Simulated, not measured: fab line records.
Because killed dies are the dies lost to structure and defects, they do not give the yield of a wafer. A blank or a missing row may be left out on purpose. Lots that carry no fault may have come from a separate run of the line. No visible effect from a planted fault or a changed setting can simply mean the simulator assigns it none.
fab line records + flow nand_harc
record:
- lots: 12
- wafers: 36
- last_day: 34
route steps=1302 shown A_CHANNEL_HOLE_D2@602 A_M1@1201 A_BONDPAD@1219 THIN_TSV@1261 END@1302
lots that met no fault: taken from a fault-free run of the same line
start_h: hours from the record's opening day to when the first of the lot's shown wafers began + wait_h: hours elapsed since this lot's preceding step + " as in the row above + L1.1+2: one row covering several wafers at once + - no value, or no start given + * or withheld: withheld + < > ~ a bound
route shown NAME@n: NAME is a module with steps in the file, n the number in the route of the first one + usual: average and standard deviation across the fault-free wafers + same: alike in all rows + chamber/n: place in a boat + sites: each site's reading + _std_site: the standard deviation of these + _edge_site: mean of outer sites minus mean of inner sites + radius_mm: how far each site lies from the wafer's centre + mask NAME#n: copy n + behind: the most recent tool/chamber to have shaped the wafer + hold: reason for holding the lot/hours on hold/outcome of the hold + device: which transistor (n, p or np) failed to switch + end of line: tests run on the same wafers once the route is complete + a step without rows: its recipe alone + killed: the dies lost at the first sort to structure and to defects; this is not the yield of the wafer + map: a wafer's dies, x killed, . not, _ none there
set.NAME: the run value of the setting; set.NAME@STEP: its run value at that earlier step + model.NAME: the simulator's own value behind a step, which no gauge read
a sample of lots followed through the steps of the route, with each step as a table and each wafer as a row
services: when a tool's chamber went out of use (start_h, in hours from the record's first day, below 0 if earlier), for how many hours, and the reason
== steps ==
step: NHARC_A_CHANNEL_HOLE_D2_STRIP_43
recipe:
- o2_flow_sccm: 400
- cos_flow_sccm: 20
- ar_flow_sccm: 0
- bias_w: 0
- chemistry: O2/COS
| lot.wafer  | tool        | chamber | start_h | wait_h |
|------------|-------------|---------|---------|--------|
| L614.1+3+6 | rie_diel-06 | 0,1,1   | 303.38  | 0.1    |
| L616.3+1+5 | rie_diel-07 | 1,2,0   | 312.86  | 0.1    |
| L618.2+3+5 | rie_diel-06 | 2,1,2   | 336.55  | 0.0    |
| L619.3+6+5 | rie_diel-06 | 3,3,0   | 353.03  | 0.0    |
| L621.2+1+5 | rie_diel-06 | 0,3,1   | 366.71  | 0.1    |
| L628.4+6+5 | rie_diel-01 | 3,3,0   | 449.87  | 0.1    |
| L627.3+1+6 | rie_diel-06 | 3,0,3   | 454.47  | 0.1    |
| L629.4+2+5 | rie_diel-01 | 0,1,1   | 458.65  | 0.1    |
| L632.4+3+1 | rie_diel-06 | 3,1,2   | 471.13  | 0.1    |
| L634.4+2+3 | rie_diel-06 | 0,1,2   | 498.33  | 0.1    |
| L636.1+4+6 | rie_diel-07 | 2,3,1   | 517.14  | 0.1    |
| L637.3+1+5 | rie_diel-01 | 3,0,2   | 527.63  | 0.1    |
step: NHARC_A_M1_DEP_33
recipe:
- target_thk_a: 300
- temp_c: 370
- target_thk_nm: 30
- pressure_torr: 3
- flow_sccm: 200
- rf_w: 450
- material: SiCN
usual:
- chamber_pressure_Torr: 3.000/0.0068
- heater_power_w: 604/76
- susceptor_temp_C: 370.02/0.19
| lot.wafer | tool     | chamber | start_h | wait_h | chamber_pressure_Torr | heater_power_w | susceptor_temp_C |
|-----------|----------|---------|---------|--------|-----------------------|----------------|------------------|
| L614.3    | pecvd-03 | 1       | 544.97  | 0.1    | 2.995                 | 680            | 370.17           |
| L614.1    | "        | 0       | "       | "      | 3.006                 | 602            | 369.97           |
| L614.6    | "        | 0       | "       | "      | 2.999                 | 625            | 369.78           |
| L616.1    | pecvd-04 | 2       | 546.08  | 0.1    | 2.999                 | 469            | 369.89           |
| L616.3    | "        | 2       | "       | "      | 2.996                 | 449            | 369.94           |
| L616.5    | "        | 0       | "       | "      | 3.010                 | 608            | 370.14           |
| L621.1    | pecvd-04 | 1       | 601.74  | 0.1    | 3.008                 | 625            | 369.54           |
| L621.2    | "        | 2       | "       | "      | 3.003                 | 477            | 369.61           |
| L621.5    | "        | 2       | "       | "      | 3.000                 | 476            | 369.80           |
| L627.1    | pecvd-02 | 2       | 676.62  | 0.1    | 2.999                 | 691            | 370.26           |
| L627.3    | "        | 1       | "       | "      | 2.994                 | 620            | 370.03           |
| L627.6    | "        | 2       | "       | "      | 2.995                 | 690            | 369.78           |
| L628.6    | pecvd-02 | 1       | 693.66  | 0.2    | 3.002                 | 751            | 370.01           |
| L628.4    | "        | 2       | "       | "      | 3.009                 | 600            | 370.14           |
| L628.5    | "        | 0       | "       | "      | 2.998                 | 553            | 370.04           |
| L629.2    | pecvd-04 | 0       | 696.91  | 0.1    | 3.011                 | 634            | 370.12           |
| L629.5    | "        | 0       | "       | "      | 3.000                 | 648            | 370.20           |
| L629.4    | "        | 1       | "       | "      | 3.006                 | 562            | 370.00           |
| L632.1    | pecvd-03 | 0       | 700.41  | 0.1    | 2.993                 | 667            | 369.89           |
| L632.3    | "        | 2       | "       | "      | 2.990                 | 631            | 369.88           |
| L632.4    | "        | 2       | "       | "      | 2.997                 | 625            | 370.26           |
| L634.3    | pecvd-02 | 1       | 720.65  | 0.1    | 2.988                 | 695            | 370.25           |
| L634.2    | "        | 2       | "       | "      | 2.991                 | 670            | 370.08           |
| L634.4    | "        | 1       | "       | "      | 3.003                 | 697            | 369.94           |
| L636.1    | pecvd-03 | 2       | 764.95  | 0.1    | 2.992                 | 576            | 370.16           |
| L636.6    | "        | 1       | "       | "      | 3.006                 | 595            | 370.07           |
| L636.4    | "        | 0       | "       | "      | 2.989                 | 694            | 370.08           |
| L637.1    | pecvd-03 | 2       | 784.08  | 0.1    | 3.003                 | 563            | 370.02           |
| L637.3    | "        | 0       | "       | "      | 3.011                 | 685            | 370.12           |
| L637.5    | "        | 2       | "       | "      | 2.988                 | 563            | 369.86           |
step: NHARC_A_BONDPAD_ETCH_34
recipe:
- target_depth_a: 600
- overetch_a: 180
- time_s: 65.91
- ion_energy_ev: 200
- n2_flow_sccm: 150
- h2_flow_sccm: 150
- ar_flow_sccm: 0
- rf_w: 400
- bias_w: 150
- chemistry: N2/H2
usual:
- drypump_motor_current_A: 5.7/0.32
- h2_flow_sccm: 150.0/0.53
- oes_product_au: 1.005/0.014
- rf_vpp_V: 430.4/2.8
- showerhead_plenum_p_Torr: 2.04/0.092
- throttle_valve_pct: 14.171/0.0091
| lot.wafer | tool        | chamber | start_h | wait_h | drypump_motor_current_A | h2_flow_sccm | oes_product_au | rf_hours_counter_h | rf_vpp_V | showerhead_plenum_p_Torr | throttle_valve_pct |
|-----------|-------------|---------|---------|--------|-------------------------|--------------|----------------|--------------------|----------|--------------------------|--------------------|
| L614.1    | rie_diel-12 | 2       | 546.92  | 0.1    | 5.6                     | 149.9        | 1.022          | 3                  | 428.7    | 1.97                     | 14.164             |
| L614.3    | "           | 0       | "       | "      | 5.7                     | 150.4        | 1.001          | 3                  | 431.6    | 2.08                     | 14.177             |
| L614.6    | "           | 3       | "       | "      | 5.8                     | 149.9        | 1.024          | -                  | 429.7    | 2.00                     | 14.168             |
| L616.1    | rie_diel-12 | 3       | 548.31  | 0.1    | 5.8                     | 150.6        | 1.016          | 3                  | 428.2    | 2.00                     | 14.171             |
| L616.3    | "           | 0       | "       | "      | 5.8                     | 150.1        | 1.005          | 3                  | 431.4    | 2.08                     | 14.157             |
| L616.5    | "           | 3       | "       | "      | 5.9                     | 150.9        | 1.013          | -                  | 430.0    | 2.00                     | 14.173             |
| L621.1    | rie_diel-03 | 0       | 604.35  | 0.6    | 5.5                     | 149.1        | 1.008          | 24                 | 435.2    | 2.21                     | 14.176             |
| L621.2    | "           | 1       | "       | "      | 5.8                     | 150.0        | 1.034          | 22                 | 425.9    | 1.94                     | 14.168             |
| L621.5    | "           | 2       | "       | "      | 6.3                     | 149.7        | 0.996          | -                  | 431.4    | 2.06                     | 14.166             |
| L627.1    | rie_diel-12 | 2       | 678.72  | 0.1    | 5.6                     | 150.4        | 1.014          | 2                  | 428.8    | 1.97                     | 14.181             |
| L627.3    | "           | 3       | "       | "      | 5.8                     | 150.2        | 0.987          | 2                  | 429.6    | 2.00                     | 14.178             |
| L627.6    | "           | 0       | "       | "      | 5.8                     | 149.6        | 1.022          | -                  | 432.0    | 2.08                     | 14.182             |
| L628.4    | rie_diel-12 | 0       | 695.61  | 0.1    | 5.8                     | 150.2        | 1.013          | 2                  | 430.9    | 2.08                     | 14.170             |
| L628.6    | "           | 3       | "       | "      | 5.8                     | 150.3        | 0.986          | -                  | 429.1    | 2.00                     | 14.176             |
| L628.5    | "           | 0       | "       | "      | 5.8                     | 149.8        | 1.005          | -                  | 431.6    | 2.08                     | 14.173             |
| L629.4    | rie_diel-03 | 2       | 698.94  | 0.1    | 6.3                     | 150.5        | 1.009          | 12                 | 430.4    | 2.06                     | 14.172             |
| L629.2    | "           | 3       | "       | "      | 5.0                     | 149.9        | 1.024          | 10                 | 433.3    | 2.14                     | 14.177             |
| L629.5    | "           | 3       | "       | "      | 5.0                     | 149.0        | 1.010          | -                  | 432.2    | 2.14                     | 14.168             |
| L632.3    | rie_diel-03 | 1       | 702.48  | 0.1    | 5.8                     | 150.6        | 0.999          | 12                 | 427.4    | 1.94                     | 14.172             |
| L632.4    | "           | 2       | "       | "      | 6.3                     | 150.6        | 1.003          | 12                 | 430.9    | 2.06                     | 14.176             |
| L632.1    | "           | 3       | "       | "      | 5.0                     | 151.2        | 1.014          | 10                 | 432.7    | 2.14                     | 14.166             |
| L634.3    | rie_diel-03 | 2       | 722.61  | 0.1    | 6.3                     | 150.5        | 1.003          | 14                 | 429.7    | 2.06                     | 14.174             |
| L634.4    | "           | 3       | "       | "      | 4.9                     | 150.4        | 1.010          | 11                 | 432.5    | 2.14                     | 14.177             |
| L634.2    | "           | 0       | "       | "      | 5.5                     | 150.5        | 1.000          | 10                 | 435.1    | 2.20                     | 14.170             |
| L636.1    | rie_diel-11 | 0       | 766.89  | 0.1    | 5.6                     | 150.7        | 0.991          | 49                 | 432.1    | 2.09                     | 14.179             |
| L636.4    | "           | 1       | "       | "      | 5.4                     | 149.5        | 0.993          | 49                 | 434.9    | 2.16                     | 14.170             |
| L636.6    | "           | 3       | "       | "      | 6.0                     | 150.5        | 1.013          | -                  | 429.5    | 1.99                     | 14.160             |
| L637.3    | rie_diel-03 | 0       | 786.15  | 0.1    | 5.5                     | 150.8        | 1.000          | 24                 | 434.9    | 2.20                     | 14.182             |
| L637.1    | "           | 1       | "       | "      | 5.8                     | 149.5        | 1.003          | 27                 | 426.4    | 1.93                     | 14.171             |
| L637.5    | "           | 0       | "       | "      | 5.5                     | 150.6        | 0.995          | -                  | 436.0    | 2.20                     | 14.160             |
step: NHARC_THIN_TSV_DESCUM_14
recipe:
- time_s: 3
- o2_flow_sccm: 200
- ar_flow_sccm: 0
- bias_power_w: 0
- chemistry: O2
usual:
- drypump_motor_current_A: 5.9/0.5
- oes_product_au: 1.000/0.013
- rf_vpp_V: 57.6/0.97
- showerhead_plenum_p_Torr: 1.88/0.076
- throttle_valve_pct: 11.312/0.0088
| lot.wafer | tool        | chamber | start_h | wait_h | drypump_motor_current_A | oes_product_au | rf_hours_counter_h | rf_vpp_V | showerhead_plenum_p_Torr | throttle_valve_pct |
|-----------|-------------|---------|---------|--------|-------------------------|----------------|--------------------|----------|--------------------------|--------------------|
| L614.3    | rie_diel-09 | 1       | 562.67  | -      | 5.4                     | 1.022          | 2.1                | 57.6     | 1.94                     | 11.307             |
| L614.1    | "           | 2       | "       | "      | 4.8                     | 1.009          | 2.2                | 57.5     | 1.92                     | 11.322             |
| L614.6    | "           | 1       | "       | "      | 5.4                     | 1.015          | -                  | 58.8     | 1.94                     | 11.307             |
| L616.3    | rie_diel-09 | 0       | 565.08  | -      | 6.5                     | 0.999          | 2.6                | 56.5     | 1.78                     | 11.306             |
| L616.1    | "           | 1       | "       | "      | 5.4                     | 1.018          | 2.4                | 56.2     | 1.94                     | 11.303             |
| L616.5    | "           | 0       | "       | "      | 6.4                     | 0.998          | -                  | 54.9     | 1.78                     | 11.310             |
| L621.2    | rie_diel-09 | 0       | 618.45  | -      | 6.5                     | 0.983          | 5.1                | 56.8     | 1.77                     | 11.305             |
| L621.1    | "           | 3       | "       | "      | 5.5                     | 0.993          | 5.3                | 57.9     | 1.88                     | 11.313             |
| L621.5    | "           | 3       | "       | "      | 5.5                     | 0.989          | -                  | 58.6     | 1.88                     | 11.327             |
| L627.1    | rie_diel-04 | 0       | 696.82  | -      | 6.0                     | 1.021          | 9.1                | 57.4     | 1.78                     | 11.296             |
| L627.3    | "           | 1       | "       | "      | 6.5                     | 0.990          | 9.3                | 56.4     | 2.01                     | 11.331             |
| L627.6    | "           | 0       | "       | "      | 6.0                     | 1.015          | -                  | 57.2     | 1.78                     | 11.301             |
| L628.4    | rie_diel-02 | 3       | 714.76  | -      | 6.3                     | 0.994          | 5.2                | 58.4     | 1.95                     | 11.310             |
| L628.5    | "           | 2       | "       | "      | 5.8                     | 0.999          | -                  | 56.4     | 1.85                     | 11.324             |
| L628.6    | "           | 3       | "       | "      | 6.2                     | 0.997          | -                  | 57.7     | 1.95                     | 11.313             |
| L629.2    | rie_diel-09 | 3       | 715.95  | -      | 5.5                     | 0.990          | 1.7                | 58.0     | 1.88                     | 11.314             |
| L629.4    | "           | 3       | "       | "      | 5.5                     | 0.981          | -                  | 56.3     | 1.88                     | 11.316             |
| L629.5    | "           | 1       | "       | "      | 5.4                     | 0.993          | -                  | 57.9     | 1.94                     | 11.305             |
| L632.3    | rie_diel-09 | 2       | 717.16  | -      | 4.8                     | 0.995          | 2.0                | 57.4     | 1.91                     | 11.307             |
| L632.1    | "           | 3       | "       | "      | 5.5                     | 0.973          | 2.1                | 58.5     | 1.88                     | 11.322             |
| L632.4    | "           | 2       | "       | "      | 4.8                     | 0.997          | -                  | 57.7     | 1.91                     | 11.315             |
| L634.2    | rie_diel-02 | 0       | 738.75  | -      | 6.3                     | 0.976          | 6.5                | 56.8     | 1.79                     | 11.314             |
| L634.3    | "           | 1       | "       | "      | 5.7                     | 0.997          | 5.9                | 59.2     | 2.01                     | 11.312             |
| L634.4    | "           | 2       | "       | "      | 5.9                     | 1.003          | 5.4                | 57.6     | 1.85                     | 11.315             |
| L636.1    | rie_diel-09 | 1       | 781.69  | -      | 5.4                     | 0.993          | 3.3                | 56.0     | 1.93                     | 11.316             |
| L636.4    | "           | 2       | "       | "      | 4.8                     | 1.018          | 4.5                | 57.1     | 1.91                     | 11.320             |
| L636.6    | "           | 1       | "       | "      | 5.4                     | 0.990          | -                  | 57.9     | 1.93                     | 11.313             |
| L637.3    | rie_diel-04 | 0       | 801.09  | -      | 6.0                     | 0.981          | 4.5                | 57.9     | 1.78                     | 11.305             |
| L637.1    | "           | 1       | "       | "      | 6.4                     | 1.017          | 4.5                | 57.9     | 2.01                     | 11.310             |
| L637.5    | "           | 2       | "       | "      | 6.1                     | 1.023          | -                  | 57.6     | 1.88                     | 11.307             |
step: NHARC_END_SORT_01
recipe:
- temp_c: 25
usual:
- killed_at_array: 56/17
- killed_at_other: 0.9/1.2
- killed_at_periphery: 3.9/2.5
- killed_dies: 61/17
- killed_open: 3.2/1.8
- killed_short: 2.7/1.7
same:
- gross_dies: 677
| lot.wafer | tool      | chamber | start_h | wait_h | hold                   | killed_at_array | killed_at_other | killed_at_periphery | killed_dies | killed_open | killed_short |
|-----------|-----------|---------|---------|--------|------------------------|-----------------|-----------------|---------------------|-------------|-------------|--------------|
| L618.2    | prober-02 | 0       | 594.51  | 2.8    | await_dispo/1.4h/scrap | 673             | 0               | 4                   | 677         | 5           | 7            |
| L618.3    | prober-02 | 0       | 595.31  | 3.1    | await_dispo/1.4h/scrap | 668             | 0               | 9                   | 677         | 3           | 6            |
| L618.5    | prober-02 | 0       | 596.91  | 3.7    | await_dispo/1.4h/scrap | 668             | 1               | 8                   | 677         | 8           | 3            |
| L619.3    | prober-01 | 0       | 618.38  | 3.1    | await_dispo/4.5h/scrap | 675             | 0               | 2                   | 677         | 3           | 2            |
| L619.5    | prober-01 | 0       | 619.97  | 3.7    | await_dispo/4.5h/scrap | 675             | 0               | 2                   | 677         | 1           | 4            |
| L619.6    | prober-01 | 0       | 620.77  | 4.0    | await_dispo/4.5h/scrap | 673             | 2               | 2                   | 677         | 1           | 1            |
| L621.1    | prober-01 | 0       | 632.11  | 2.5    | -                      | 59              | 0               | 3                   | 62          | 4           | 2            |
| L621.2    | prober-01 | 0       | 632.91  | 2.8    | -                      | 63              | 0               | 3                   | 66          | 5           | 2            |
| L621.5    | prober-01 | 0       | 635.30  | 3.7    | -                      | 60              | 0               | 4                   | 64          | 6           | 4            |
| L629.2    | prober-01 | 0       | 732.19  | 2.8    | -                      | 68              | 1               | 4                   | 73          | 3           | 4            |
| L629.4    | prober-01 | 0       | 733.78  | 3.4    | -                      | 74              | 3               | 3                   | 80          | 2           | 3            |
| L629.5    | prober-01 | 0       | 734.57  | 3.7    | -                      | 69              | 3               | 7                   | 79          | 5           | 3            |
| L628.4    | prober-01 | 0       | 741.60  | 3.4    | -                      | 79              | 1               | 1                   | 81          | 1           | 3            |
| L628.5    | prober-01 | 0       | 742.41  | 3.7    | -                      | 57              | 1               | 2                   | 60          | 4           | 1            |
| L628.6    | prober-01 | 0       | 743.21  | 4.0    | -                      | 86              | 0               | 5                   | 91          | 7           | 3            |
killed by level:class
L618.2 A_CHANNEL_HOLE_D2:area_strip=602 A_CHANNEL_HOLE_D1:chamber_film_flake=28 A_CHANNEL_HOLE_D2:chamber_film_flake=24 A_CHANNEL_FILL_D2:geometric_particle:open=3 A_CHANNEL_FILL_D2:geometric_particle:short=3 A_CHANNEL_FILL_D2:chamber_film_flake=3 A_ONON_D2:geometric_particle:short=2 A_SLIT:chamber_film_flake=2
L618.3 A_CHANNEL_HOLE_D2:area_strip=603 A_CHANNEL_HOLE_D1:chamber_film_flake=25 A_CHANNEL_HOLE_D2:chamber_film_flake=21 P_ZERO_WELL:chamber_film_flake=4 P_BONDPAD:chamber_film_flake=4 A_CHANNEL_FILL_D2:chamber_film_flake=3 A_SLIT:chamber_film_flake=3 A_CHANNEL_FILL_D2:geometric_particle:short=2
L618.5 A_CHANNEL_HOLE_D2:area_strip=603 A_CHANNEL_HOLE_D2:chamber_film_flake=28 A_CHANNEL_HOLE_D1:chamber_film_flake=23 A_CHANNEL_FILL_D2:chamber_film_flake=4 P_GATE:geometric_particle:open=2 P_BONDPAD:chamber_film_flake=2 A_STAIRCASE:chamber_film_flake=2 A_CONTACT:chamber_film_flake=2
L619.3 A_CHANNEL_HOLE_D2:area_strip=634 A_SLIT:chamber_film_flake=24 A_CHANNEL_HOLE_D2:chamber_film_flake=5 A_STAIRCASE:chamber_film_flake=2 A_WL_FILL:chamber_film_flake=2 A_ONON_D1:geometric_particle:open=1 A_CHANNEL_FILL_D1:geometric_particle:short=1 A_WL_FILL:geometric_particle:open=1
L619.5 A_CHANNEL_HOLE_D2:area_strip=625 A_SLIT:chamber_film_flake=24 A_CHANNEL_HOLE_D2:chamber_film_flake=14 A_STAIRCASE:chamber_film_flake=5 A_CONTACT:geometric_particle:short=2 P_CONTACT:geometric_particle:short=1 A_ONON_D2:geometric_particle:open=1 A_WL_FILL:geometric_particle:short=1
L619.6 A_CHANNEL_HOLE_D2:area_strip=643 A_SLIT:chamber_film_flake=11 A_STAIRCASE:chamber_film_flake=8 A_CHANNEL_HOLE_D2:chamber_film_flake=5 P_ZERO_WELL:chamber_film_flake=2 A_M0:chamber_film_flake=2 THIN_TSV:chamber_film_flake=2 A_SGD_CUT:geometric_particle:open=1
L621.1 A_CHANNEL_HOLE_D1:chamber_film_flake=26 A_CHANNEL_HOLE_D2:chamber_film_flake=20 A_STAIRCASE:chamber_film_flake=4 A_CONTACT:chamber_film_flake=4 P_GATE:geometric_particle:open=1 P_CONTACT:geometric_particle:open=1 A_CHANNEL_FILL_D2:geometric_particle:short=1 A_CHANNEL_FILL_D2:geometric_particle:open=1
L621.2 A_CHANNEL_HOLE_D1:chamber_film_flake=24 A_CHANNEL_HOLE_D2:chamber_film_flake=21 A_CONTACT:chamber_film_flake=5 A_STAIRCASE:chamber_film_flake=4 P_STI:chamber_film_flake=2 P_GATE:geometric_particle:open=1 A_CHANNEL_FILL_D1:geometric_particle:open=1 A_DECK1_JOINT:geometric_particle:open=1
L621.5 A_CHANNEL_HOLE_D2:chamber_film_flake=23 A_CHANNEL_HOLE_D1:chamber_film_flake=21 A_SGD_CUT:chamber_film_flake=3 P_CONTACT:geometric_particle:open=2 A_STAIRCASE:chamber_film_flake=2 A_CONTACT:chamber_film_flake=2 P_GATE:geometric_particle:open=1 A_SOURCE_PLATE:geometric_particle:open=1
L629.2 A_CHANNEL_HOLE_D1:chamber_film_flake=30 A_CHANNEL_HOLE_D2:chamber_film_flake=21 A_CONTACT:chamber_film_flake=3 A_M0:geometric_particle:open=2 P_CONTACT:chamber_film_flake=2 A_ZERO_WELL:chamber_film_flake=2 A_CHANNEL_FILL_D1:chamber_film_flake=2 A_SLIT:chamber_film_flake=2
L629.4 A_CHANNEL_HOLE_D1:chamber_film_flake=31 A_CHANNEL_HOLE_D2:chamber_film_flake=23 A_SLIT:chamber_film_flake=5 A_CONTACT:chamber_film_flake=5 A_STAIRCASE:chamber_film_flake=3 THIN_TSV:chamber_film_flake=3 P_CONTACT:chamber_film_flake=2 A_ZERO_WELL:chamber_film_flake=2
L629.5 A_CHANNEL_HOLE_D1:chamber_film_flake=31 A_CHANNEL_HOLE_D2:chamber_film_flake=22 P_CONTACT:chamber_film_flake=4 A_SLIT:chamber_film_flake=3 A_WL_FILL:chamber_film_flake=3 A_ZERO_WELL:chamber_film_flake=2 A_CONTACT:chamber_film_flake=2 THIN_TSV:chamber_film_flake=2
L628.4 A_SLIT:chamber_film_flake=34 A_CHANNEL_HOLE_D1:chamber_film_flake=30 A_STAIRCASE:chamber_film_flake=3 A_WL_FILL:chamber_film_flake=3 A_CONTACT:chamber_film_flake=3 A_M0:chamber_film_flake=3 A_M0:geometric_particle:short=2 P_CONTACT:geometric_particle:short=1
L628.5 A_CHANNEL_HOLE_D1:chamber_film_flake=28 A_SLIT:chamber_film_flake=17 A_WL_FILL:chamber_film_flake=4 A_CHANNEL_FILL_D2:geometric_particle:open=2 A_M0:geometric_particle:open=2 P_GATE:chamber_film_flake=2 A_CONTACT:chamber_film_flake=2 A_M0:geometric_particle:short=1
L628.6 A_SLIT:chamber_film_flake=39 A_CHANNEL_HOLE_D1:chamber_film_flake=35 A_CONTACT:chamber_film_flake=3 A_DECK1_JOINT:geometric_particle:short=2 A_DECK1_JOINT:geometric_particle:open=2 P_GATE:geometric_particle:open=1 P_M0:geometric_particle:open=1 P_M0:geometric_particle:short=1
== services ==
| tool        | chamber | start_h | hours | kind   |
|-------------|---------|---------|-------|--------|
| rie_diel-03 | -       | 281.30  | 9.0   | pm     |
| rie_diel-06 | -       | 307.33  | 9.0   | pm     |
| rie_diel-06 | 1       | 317.35  | 10.1  | repair |
| rie_diel-09 | -       | 320.10  | 9.0   | pm     |
| rie_diel-06 | 0       | 378.75  | 37.1  | repair |
| rie_diel-09 | 3       | 395.27  | 16.7  | repair |
| rie_diel-09 | 0       | 396.49  | 3.7   | repair |
| rie_diel-03 | -       | 406.93  | 2.3   | repair |
| rie_diel-06 | -       | 482.71  | 1.6   | repair |
| rie_diel-06 | -       | 484.33  | 9.0   | pm     |
| rie_diel-09 | -       | 497.10  | 9.0   | pm     |
| rie_diel-09 | -       | 560.14  | 0.2   | repair |
| rie_diel-06 | 1       | 560.64  | 4.2   | repair |
| rie_diel-09 | -       | 613.93  | 0.1   | repair |
| rie_diel-09 | 2       | 615.66  | 3.9   | repair |
| rie_diel-09 | 0       | 621.43  | 15.2  | repair |
| rie_diel-09 | 1       | 648.29  | 4.8   | repair |
| rie_diel-06 | -       | 648.50  | 0.7   | repair |
| rie_diel-06 | 1       | 655.02  | 2.8   | repair |
| rie_diel-06 | -       | 661.33  | 9.0   | pm     |
| rie_diel-09 | -       | 674.10  | 9.0   | pm     |
| rie_diel-09 | 0       | 715.93  | 22.1  | repair |
| rie_diel-09 | 1       | 756.22  | 18.0  | repair |
| rie_diel-06 | 1       | 798.60  | 10.5  | repair |
== key ==
first_sign:
- step: NHARC_END_SORT_01
- reading: killed_at_array
- direction: up
- sigmas: 36
- usual: 56
- struck: 672
effect:
- step: NHARC_END_SORT_01
- reading: killed_dies
- direction: up
- sigmas: 36
- usual: 61
- struck: 677
more_kills_born_at:
- NHARC_A_CHANNEL_HOLE_D2_STRIP_43@rie_diel-06: 3710
met_at NHARC_A_CHANNEL_HOLE_D2_STRIP_43
struck_lots L618,L619
later_rows_left_out L618.2,L618.3,L618.5,L619.3,L619.5,L619.6
tester_left_out L618,L619
not_acting_at NHARC_A_M1_DEP_33,NHARC_A_BONDPAD_ETCH_34,NHARC_THIN_TSV_DESCUM_14
onset_between 303.38 336.55
fault:
- kind: skipped_step_whole
- tool: rie_diel-06
- chamber: -
- onset_h: 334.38
- steps: NHARC_A_CHANNEL_HOLE_D2_STRIP_43
- scope: struck_lots_only
tester_left_out: of these lots the tester's yield and bins aren't shown, on N5 and GAA mostly nor the transistor test; their killed dies are dies lost to structure and defects alone, not to doping, threshold or leakage, so they don't give the yield
later_rows_left_out: the simulator's readings of these wafers behind a module that went badly wrong aren't trusted and aren't shown, but for the sort
